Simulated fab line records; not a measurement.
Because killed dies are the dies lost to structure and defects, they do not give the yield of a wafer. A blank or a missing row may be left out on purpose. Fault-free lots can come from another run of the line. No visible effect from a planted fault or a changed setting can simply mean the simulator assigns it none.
Matching of chambers	flow n5 finfet	rie si-03 running N5_FIN_SAQP_MANDREL_ETCH_58: 4 sister chambers
The step etches a-Si in HBr/Cl2, stops on SiNx, target depth 45 nm, bt time 10 s, time 27 s. 4 wafers are shown with their chamber, then 7 later ones without.

== WAFERS WITH THEIR CHAMBER ==
wafer	chamber	throttle valve pct (%)
L079.6	2	35.76
L083.6	1	35.38
L091.2	0	35.50
L091.3	3	35.75

== WAFERS WITHOUT THEIR CHAMBER ==
wafer	throttle valve pct (%)
L091.6	35.72
L092.2	35.72
L092.3	35.52
L092.4	35.76
L093.1	35.37
L093.3	35.49
L093.6	35.75

== EACH ONE'S CHAMBER ==
wafer	from the rows above	in truth
L091.6	can't be placed: 3 or 2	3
L092.2	can't be placed: 3 or 2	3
L092.3	0	0
L092.4	can't be placed: 2 or 3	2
L093.1	1	1
L093.3	0	0
L093.6	can't be placed: 3 or 2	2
Correct placement for 3 of the 7. Cannot be placed on the basis of these rows: 4; the candidates contain the true chamber in 4. 0 placed wrongly.
How it was worked out, from the rows above alone: a wafer's distance from a chamber is the root of the sum, over the readings, of the square of ((its reading less the chamber's mean) divided by the reading's scatter). The wafer belongs to the nearest chamber; if the next one is less than 2 further off, it can't be placed. For every chamber, the mean is computed from those of its wafers that are shown. The scatter: root of mean squared gap, hidden wafer to nearest shown wafer, with one shown wafer a chamber.
